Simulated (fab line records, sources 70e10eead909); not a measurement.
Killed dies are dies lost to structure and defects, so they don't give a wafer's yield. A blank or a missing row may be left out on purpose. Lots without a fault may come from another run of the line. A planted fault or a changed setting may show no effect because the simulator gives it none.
A struck lot beside a sound one | flow nand_harc | 27 steps out of a route of 1159
Sound: wafers L912.3, L912.5, L912.6. Struck: wafers L917.4, L917.5, L917.6. The cause comes at the end.
At each step with rows: each side's tool, then ch and its chambers, then its first start. Under that, the readings that differ: sound wafers | struck wafers | difference of the means | sigmas: that difference in standard deviations of wafers without a fault.
alike: readings whose means differ by less than 2 such deviations, and words and numbers that are the same on both sides. not compared: withheld readings, readings that some wafer has no value for, bounds like >300 that may hide the same value, and numbers for which the record gives no deviation and whose values overlap.
The two part at a step that has a row with sigmas, a row that says differs or no value, or rows on one side only. Numbers that don't overlap but have no deviation are shown without sigmas and don't part them. A reading that every wafer of one side lacks parts them only if that side has two wafers or more.

NHARC_P_M0_CMP_23: polishes, t overpolish 20 s, target thk 117.53 nm.
  sound on cmp-03 ch 0,3, day 9 05:02; struck on cmp-04 ch 2,3, day 10 03:16
  reading             | sound        | struck         | difference | sigmas
  motor_current_A (A) | 9.9 12.1 9.9 | 12.2 11.8 14.3 | +2.1       | +2
  alike: time_to_endpoint_s
NHARC_P_M0_THK_MEAS_24: measures by xrf.
  sound on film_metro-02, day 9 05:19; struck on film_metro-02, day 10 03:35
  alike: thk_nm
then, 1 step without rows for these wafers: NHARC_P_M0_SRD_25.
NHARC_P_M0_INSPECT_27:
  sound on defect_inspect-02, day 9 05:28; struck on defect_inspect-01, day 10 03:44
  alike: raw_defect_count
NHARC_P_M0_PRE_CLEAN_31: time 12 s.
  sound on pecvd-01 ch 1,2, day 9 05:34; struck on pecvd-03 ch 0,1,2, day 10 03:50
  alike: heater_power_w, rf_fwd_power_W, susceptor_temp_C
NHARC_P_M0_DEP_32: deposits SiCN, target thk 30 nm.
  sound on pecvd-01 ch 1,2, day 9 05:42; struck on pecvd-03 ch 0,1,2, day 10 04:01
  alike: heater_power_w, rf_fwd_power_W, showerhead_vpp_V, susceptor_temp_C
then, 5 steps without rows for these wafers: NHARC_P_M1_DEP_00 (deposits SiOC, target thk 182.5 nm); NHARC_P_M1_DEHYDRATE_01 (time 120 s); NHARC_P_M1_HMDS_02 (time 30 s); NHARC_P_M1_COAT_34 (time 65 s); NHARC_P_M1_COAT_03 (resist thk 90 nm).
NHARC_P_M1_SOFTBAKE_04: time 55 s.
  sound on litho_track-06 ch 0, day 9 06:00; struck on litho_track-04 ch 0, day 10 04:00
  reading                  | sound                | struck               | difference | sigmas
  heater_power_total_W (W) | 188.47 188.51 188.34 | 168.30 168.28 168.52 | -20.07     | -99 or more
then, 4 steps without rows for these wafers: NHARC_P_M1_EBR_05; NHARC_P_M1_EXPOSE_06 (exposes mask P M1, target cd 130 nm); NHARC_P_M1_PEB_07 (peb time 65 s); NHARC_P_M1_DEVELOP_08 (develop time 35 s).
NHARC_P_M1_CD_MEAS_09: target cd 130 nm.
  sound on cd_sem-02 ch 0, day 9 06:45; struck on cd_sem-01 ch 0, day 10 05:03
  alike: cd_nm
NHARC_P_M1_OVL_MEAS_10: pitch 260 nm.
  sound on overlay-02, day 9 06:50; struck on overlay-02, day 10 05:08
  alike: overlay_x_nm, overlay_y_nm
NHARC_P_M1_INSPECT_11:
  sound on defect_inspect-02, day 9 06:53; struck on defect_inspect-01, day 10 05:10
  reading          | sound | struck   | difference | sigmas
  raw_defect_count | 5 4 3 | 14 11 17 | +10        | +4
NHARC_P_M1_DESCUM_14: chemistry O2, time 3 s.
  sound on rie_diel-09 ch 1,2, day 9 06:58; struck on rie_diel-13 ch 0,1, day 10 05:14
  reading               | sound           | struck            | difference | sigmas
  model.P_M1.cd_nm (nm) | 129 129.8 129.6 | 130.1 130.6 130.9 | +1.1       |
  alike: drypump_motor_current_A, oes_product_au, rf_vpp_V, showerhead_plenum_p_Torr, throttle_valve_pct
  not compared: rf_hours_counter_h
NHARC_P_M1_ETCH_35: etches the open film in N2/H2, target depth 40 nm, overetch 12 nm, time 43.94 s.
  sound on rie_diel-09 ch 1,2, day 9 07:03; struck on rie_diel-13 ch 0,2,3, day 10 05:19
  alike: drypump_motor_current_A, oes_product_au, rf_fwd_power_W, rf_vpp_V, showerhead_plenum_p_Torr, throttle_valve_pct
  not compared: rf_hours_counter_h
NHARC_P_M1_ETCH_15: etches the open film in C4F8/Ar, target depth 182.5 nm, time 91.2 s.
  sound on rie_diel-09 ch 2,3; struck on rie_diel-13 ch 0,1
  alike: oes_product_au, rf_fwd_power_W, rf_vpp_V
  not compared: rf_hours_counter_h
NHARC_P_M1_CD_MEAS_16:
  sound on cd_sem-03, day 9 07:18; struck on cd_sem-03, day 10 05:32
  alike: cd_nm
then, 1 step without rows for these wafers: NHARC_P_M1_STRIP_18 (strips in N2/H2).
NHARC_P_M1_ETCH_28: etches the open film in CF4/N2, target depth 30 nm, time 72.99 s.
  sound on rie_diel-13 ch 0,1; struck on rie_diel-11 ch 0,1,2
  reading                     | sound       | struck      | difference | sigmas
  drypump_motor_current_A (A) | 4.6 5.1 4.6 | 5.9 6.6 5.7 | +1.3       | +3
  alike: oes_product_au, rf_fwd_power_W, rf_vpp_V, showerhead_plenum_p_Torr, throttle_valve_pct
  not compared: rf_hours_counter_h, model.P_M1.cd_nm
then, 1 step without rows for these wafers: NHARC_P_M1_STRIP_19 (strips in post etch residue remover, time 600 s).
-- the record jumps here: 14 days lie between the struck wafers' starts before and after (it left off in module P_M1 and takes up again in module END, whose first step shown is number 1159 of the route) --
NHARC_END_SORT_01:
  sound on prober-02 ch 0, day 22 03:23; struck on prober-01 ch 0, day 23 19:07
  reading             | sound       | struck      | difference | sigmas
  killed_at_periphery | 1 2 1       | 14 9 12     | +10        | +4
  sort_bin_2_pct (%)  | 0.9 1.3 1.0 | 2.1 1.6 3.7 | +1.4       | +2
  alike: defect_limited_yield, killed_at_array, killed_at_other, killed_dies, killed_open, killed_short, sort_bin_3_pct, sort_bin_4_pct, sort_n_pass, sort_rim_yield_pct, sort_yield_pct

WHERE THEY PART
First at NHARC_P_M0_CMP_23; last, within this record, at NHARC_END_SORT_01.

WHY: what the simulator had put in
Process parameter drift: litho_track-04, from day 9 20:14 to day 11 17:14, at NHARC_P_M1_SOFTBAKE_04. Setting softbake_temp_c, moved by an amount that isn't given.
